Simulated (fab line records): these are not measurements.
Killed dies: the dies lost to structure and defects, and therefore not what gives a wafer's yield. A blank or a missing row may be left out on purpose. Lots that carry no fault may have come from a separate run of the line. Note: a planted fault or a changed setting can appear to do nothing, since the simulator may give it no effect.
fab line records	flow nand_harc
record lots=5	wafers=15	last_day=33
route steps=1302 shown A_STAIRCASE@773 END@1302
lots untouched by any fault: they come from a run of this same line in which no faults occurred
start_h: hours from the record's opening day to when the first of the lot's shown wafers began	wait_h: hours elapsed since this lot's preceding step	" the same as in the row above	L1.1+2: several wafers, shown together as one row	- no value, or no start given	* or withheld: withheld	< > ~ a bound
route shown NAME@n: a module of which the file shows steps, and the number in the route of the first	usual: average and standard deviation across the fault-free wafers	same: alike in all rows	chamber/n: place in a boat	sites: per-site readings	_std_site: how widely they spread, as a standard deviation	_edge_site: the outer-site mean with the inner-site mean subtracted	radius_mm: for every site, how far away it sits from the centre of the wafer	mask NAME#n: copy n	behind: the last tool/chamber to shape the wafer	hold: reason for holding the lot/hours on hold/outcome of the hold	device: whichever transistor did not switch (one of n, p or np)	end of line: the same wafers' tests at the end of the route	where a step has no rows: the recipe by itself	killed: not the wafer's yield, but the dies lost to structure and defects at the first sort	map: per-die view of a wafer (x killed, . not killed, _ where there is no die)
set.NAME: the setting that was run; set.NAME@STEP: the one run at that earlier step	model.NAME: the simulator's own value behind a step, which no gauge read
lots seen at some steps along the route; tables by step, rows by wafer
services: a tool's chamber out of use, with start hour (start_h, from the record's first day; less than 0 if before it), hours out, and reason
## steps
# step NHARC_A_STAIRCASE_DEP_259
# recipe target_thk_a=300	target_thk_nm=30	temp_c=400	pressure_torr=3.5	flow_sccm=200	rf_w=350	material=SiON
# usual heater_power_w=731/73
lot.wafer	tool	chamber	start_h	wait_h	heater_power_w
L324.1	pecvd-03	2	395.92	1.6	695
L324.4	"	1	"	"	830
L324.5	"	0	"	"	811
L330.2	pecvd-03	0	447.10	1.3	814
L330.4	"	1	"	"	682
L330.5	"	2	"	"	594
L336.3	pecvd-03	1	504.28	1.0	778
L336.6	"	0	"	"	856
L336.5	"	1	"	"	791
L341.1	pecvd-02	2	561.12	1.6	783
L341.6	"	0	"	"	731
L341.5	"	1	"	"	673
L345.3	pecvd-03	0	602.25	0.9	798
L345.5	"	0	"	"	793
L345.6	"	1	"	"	775
# step NHARC_A_STAIRCASE_DEHYDRATE_260
# recipe temp_c=150	time_s=120
# step NHARC_A_STAIRCASE_HMDS_261
# recipe time_s=30
# step NHARC_A_STAIRCASE_COAT_262
# recipe spin_rpm=1200
# step NHARC_A_STAIRCASE_SOFTBAKE_263
# recipe temp_c=135	time_s=170
# step NHARC_A_STAIRCASE_EBR_264
# step NHARC_A_STAIRCASE_EXPOSE_265
# recipe na=0.5	dose_mj=25.01	mask_id=CHOP_200
# step NHARC_A_STAIRCASE_PEB_266
# recipe peb_temp_c=115	peb_time_s=130
# step NHARC_A_STAIRCASE_DEVELOP_267
# recipe time_s=140
# step NHARC_A_STAIRCASE_HARDBAKE_269
# recipe temp_c=120	time_s=140
# step NHARC_A_STAIRCASE_DESCUM_270
# recipe time_s=3	o2_flow_sccm=200	ar_flow_sccm=0	bias_power_w=0	chemistry=O2
# usual drypump_motor_current_A=5.6/0.37	mfc_ar_sccm=0.012/0.015	oes_product_au=1.003/0.01	rf_vpp_V=57.6/0.87	showerhead_plenum_p_Torr=1.89/0.078	throttle_valve_pct=11.309/0.0085
lot.wafer	tool	chamber	start_h	wait_h	drypump_motor_current_A	mfc_ar_sccm	oes_product_au	rf_hours_counter_h	rf_vpp_V	showerhead_plenum_p_Torr	throttle_valve_pct
L324.1	rie_diel-04	3	396.87	-	5.5	0	1.002	20	58.3	1.95	11.304
L324.4	"	1	"	"	5.5	0.025	0.989	20	57.5	1.87	11.321
L324.5	"	3	"	"	5.4	0	1.007	-	57.5	1.95	11.309
L330.2	rie_diel-08	0	448.01	-	5.3	0.021	1.007	27	58.1	1.79	11.309
L330.4	"	3	"	"	5.8	0	0.990	23	58.3	1.87	11.309
L330.5	"	0	"	"	5.3	0.021	1.002	-	55.9	1.79	11.310
L336.3	rie_diel-01	3	505.12	-	5.9	0	1.004	36	55.4	1.84	11.295
L336.6	"	2	"	"	5.2	0.021	1.002	-	57.8	1.77	11.302
L336.5	"	3	"	"	5.9	0	1.008	-	58.2	1.84	11.312
L341.1	rie_diel-08	1	562.04	-	5.8	0.006	0.998	1	58.8	1.91	11.314
L341.6	"	1	"	"	5.8	0.006	1.010	-	58.3	1.91	11.310
L341.5	"	0	"	"	5.2	0.021	0.994	-	57.1	1.78	11.317
L345.3	rie_diel-01	2	603.25	-	5.2	0.021	0.997	-	56.0	2.07	11.316
L345.5	"	0	"	"	4.9	0	1.002	-	58.0	1.80	11.310
L345.6	"	2	"	"	5.2	0.021	0.990	-	57.1	2.07	11.322
# step NHARC_A_STAIRCASE_ETCH_271
# recipe cf4_flow_sccm=100	chf3_flow_sccm=30	ar_flow_sccm=0	rf_w=500	bias_w=200	chemistry=CF4/CHF3
# usual drypump_motor_current_A=5.6/0.38	mfc_ar_sccm=0.012/0.015	oes_product_au=0.947/0.022	rf_vpp_V=369.9/2	showerhead_plenum_p_Torr=1.55/0.06	throttle_valve_pct=16.802/0.0093
lot.wafer	tool	chamber	start_h	wait_h	drypump_motor_current_A	mfc_ar_sccm	oes_product_au	rf_hours_counter_h	rf_vpp_V	showerhead_plenum_p_Torr	throttle_valve_pct
L324.1	rie_diel-04	2	396.96	0.1	6.1	0.043	0.913	20	368.0	1.52	16.798
L324.4	"	0	"	"	5.1	0	0.934	21	373.4	1.67	16.801
L324.5	"	2	"	"	6.1	0.043	0.913	-	369.5	1.52	16.797
L330.2	rie_diel-08	2	448.10	0.1	5.9	0.016	1.161	25	369.8	1.54	16.799
L330.4	"	3	"	"	5.9	0	0.968	23	370.0	1.54	16.802
L330.5	"	3	"	"	5.8	0	0.967	-	369.8	1.54	16.797
L336.3	rie_diel-01	0	505.24	0.1	4.9	0	0.977	37	368.4	1.49	16.811
L336.5	"	0	"	"	4.9	0	0.978	-	367.9	1.49	16.799
L336.6	"	1	"	"	6.4	0	0.958	-	368.2	1.51	16.783
L341.1	rie_diel-08	0	562.20	0.1	5.2	0.021	0.964	1	367.2	1.47	16.800
L341.5	"	1	"	"	5.8	0.006	0.947	-	369.3	1.57	16.793
L341.6	"	0	"	"	5.2	0.021	0.972	-	366.1	1.47	16.800
L345.3	rie_diel-01	2	603.41	0.1	5.2	0.021	0.928	-	373.7	1.70	16.815
L345.5	"	0	"	"	4.9	0	0.944	-	368.5	1.49	16.800
L345.6	"	2	"	"	5.2	0.021	0.932	-	373.2	1.70	16.807
# step NHARC_A_STAIRCASE_HM_OPEN_457
# recipe o2_flow_sccm=400	cos_flow_sccm=20	ar_flow_sccm=0	rf_w=500	bias_w=300	chemistry=O2/COS
# usual drypump_motor_current_A=5.6/0.38	mfc_ar_sccm=0.014/0.015	oes_product_au=1.002/0.011	rf_vpp_V=465.9/2.6	showerhead_plenum_p_Torr=3.07/0.12	throttle_valve_pct=28.330/0.0093
lot.wafer	tool	chamber	start_h	wait_h	drypump_motor_current_A	mfc_ar_sccm	oes_product_au	rf_hours_counter_h	rf_vpp_V	showerhead_plenum_p_Torr	throttle_valve_pct
L324.4	rie_diel-04	2	-	-	6.1	0.043	0.988	20	463.8	3.02	28.318
L324.1	"	3	"	"	5.5	0	1.005	20	468.1	3.18	28.336
L324.5	"	2	"	"	6.0	0.043	0.976	-	464.1	3.02	28.328
L330.2	rie_diel-08	3	-	-	5.8	0	0.996	23	465.8	3.06	28.331
L330.4	"	2	"	"	5.9	0.016	0.998	25	463.8	3.05	28.306
L330.5	"	3	"	"	5.8	0	1.008	-	466.5	3.06	28.316
L336.3	rie_diel-01	0	-	-	4.9	0	1.008	37	463.0	2.97	28.334
L336.5	"	2	"	"	5.2	0.021	1.005	-	462.8	2.90	28.334
L336.6	"	3	"	"	5.9	0	0.999	-	465.7	3.00	28.334
L341.1	rie_diel-08	0	562.35	0.1	5.3	0.021	1.011	1	461.3	2.91	28.334
L341.6	"	0	"	"	5.3	0.021	1.001	-	462.4	2.91	28.328
L341.5	"	1	"	"	5.8	0.006	1.015	-	467.3	3.12	28.324
L345.3	rie_diel-01	2	603.75	0.3	5.2	0.021	1.005	-	472.5	3.37	28.325
L345.5	"	2	"	"	5.2	0.021	1.002	-	472.1	3.37	28.334
L345.6	"	0	"	"	4.9	0	1.006	-	463.4	2.95	28.335
# step NHARC_END_SORT_01
# recipe temp_c=25
# usual killed_at_array=49/18	killed_at_other=0.8/1	killed_at_periphery=4.2/2.8	killed_dies=54/18	killed_open=3.0/1.7	killed_short=2.5/1.6
# same gross_dies=677
lot.wafer	tool	chamber	start_h	wait_h	killed_at_array	killed_at_other	killed_at_periphery	killed_dies	killed_open	killed_short
L324.1	prober-01	0	614.55	2.5	71	1	3	75	3	6
L324.4	prober-01	0	616.97	3.4	63	1	3	67	1	2
L324.5	prober-01	0	617.78	3.7	38	2	3	43	4	6
L341.1	prober-01	0	761.79	2.5	57	0	7	64	3	1
L341.5	prober-01	0	764.97	3.7	52	0	5	57	2	0
L341.6	prober-01	0	765.77	4.0	48	0	7	55	2	2
# killed by level:class
L324.1 A_CHANNEL_HOLE_D2:chamber_film_flake=27 A_CHANNEL_HOLE_D1:chamber_film_flake=25 A_CONTACT:chamber_film_flake=4 P_BONDPAD:chamber_film_flake=2 A_STAIRCASE:chamber_film_flake=2 A_BLC:chamber_film_flake=2 P_CONTACT:geometric_particle:open=1 A_ONON_D1:geometric_particle:short=1
L324.4 A_CHANNEL_HOLE_D2:chamber_film_flake=32 A_CHANNEL_HOLE_D1:chamber_film_flake=17 A_CONTACT:chamber_film_flake=6 A_ZERO_WELL:chamber_film_flake=3 A_ONON_D2:geometric_particle:short=2 P_GATE:chamber_film_flake=2 A_CHANNEL_HOLE_D2:geometric_particle:open=1 P_ZERO_WELL:chamber_film_flake=1
L324.5 A_CHANNEL_HOLE_D1:chamber_film_flake=13 A_CHANNEL_HOLE_D2:chamber_film_flake=10 A_STAIRCASE:geometric_particle:short=2 THIN_TSV:chamber_film_flake=2 A_CONTACT:chamber_film_flake=2 A_BLC:chamber_film_flake=2 P_M0:geometric_particle:short=1 P_M1:geometric_particle:open=1
L341.1 A_CHANNEL_HOLE_D1:chamber_film_flake=34 A_SLIT:chamber_film_flake=8 P_BONDPAD:chamber_film_flake=5 A_STAIRCASE:chamber_film_flake=5 A_WL_FILL:chamber_film_flake=3 A_BLC:geometric_particle:open=2 A_CHANNEL_FILL_D1:geometric_particle:open=1 A_BLC:geometric_particle:short=1
L341.5 A_CHANNEL_HOLE_D1:chamber_film_flake=34 A_SLIT:chamber_film_flake=8 A_STAIRCASE:chamber_film_flake=5 P_BONDPAD:chamber_film_flake=3 A_WL_FILL:chamber_film_flake=2 A_CHANNEL_FILL_D1:geometric_particle:open=1 A_M0:geometric_particle:open=1 P_STI:chamber_film_flake=1
L341.6 A_CHANNEL_HOLE_D1:chamber_film_flake=20 A_SLIT:chamber_film_flake=10 A_STAIRCASE:chamber_film_flake=7 A_WL_FILL:chamber_film_flake=4 P_BONDPAD:chamber_film_flake=3 A_CONTACT:chamber_film_flake=3 A_BLC:geometric_particle:short=2 P_ZERO_WELL:chamber_film_flake=2
## services
tool	chamber	start_h	hours	kind
rie_diel-08	0	377.04	-	clean
rie_diel-08	1	377.04	-	clean
rie_diel-08	2	377.04	-	clean
rie_diel-08	3	377.04	-	clean
rie_diel-01	-	380.91	9.0	pm
rie_diel-01	0	380.91	9.0	vent_cycle
rie_diel-01	1	380.91	9.0	vent_cycle
rie_diel-01	2	380.91	9.0	vent_cycle
pecvd-02	-	408.19	13.0	pm
pecvd-03	2	408.63	6.7	repair
rie_diel-01	3	415.92	2.4	repair
pecvd-02	2	482.13	1.7	repair
pecvd-03	-	497.69	1.1	repair
pecvd-03	0	512.03	3.9	repair
pecvd-02	2	518.55	3.7	repair
rie_diel-04	-	532.03	9.0	pm
rie_diel-08	3	538.83	31.0	repair
rie_diel-08	-	545.11	9.0	pm
pecvd-03	-	547.00	13.0	pm
rie_diel-04	-	557.25	0.3	repair
rie_diel-01	-	557.91	9.0	pm
rie_diel-08	2	560.10	45.4	repair
rie_diel-01	2	588.88	10.9	repair
pecvd-02	-	589.19	13.0	pm
## key
first_sign step=NHARC_A_STAIRCASE_ETCH_271	reading=oes_product_au	direction=up	sigmas=9.8	usual=0.947	struck=1.161
effect none on later readings
met_at NHARC_A_STAIRCASE_ETCH_271
struck_wafers L330.2
tester_left_out L330
fault kind=process_parameter_drift	tool=rie_diel-08	chamber=-	onset_h=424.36	steps=NHARC_A_STAIRCASE_ETCH_271	channel=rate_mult	offset=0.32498	shape=step	end_h=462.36	scope=struck_wafers_only
# tester_left_out: of these lots the tester's yield and bins aren't shown, on N5 and GAA mostly nor the transistor test; their killed dies are dies lost to structure and defects alone, not to doping, threshold or leakage, so they don't give the yield
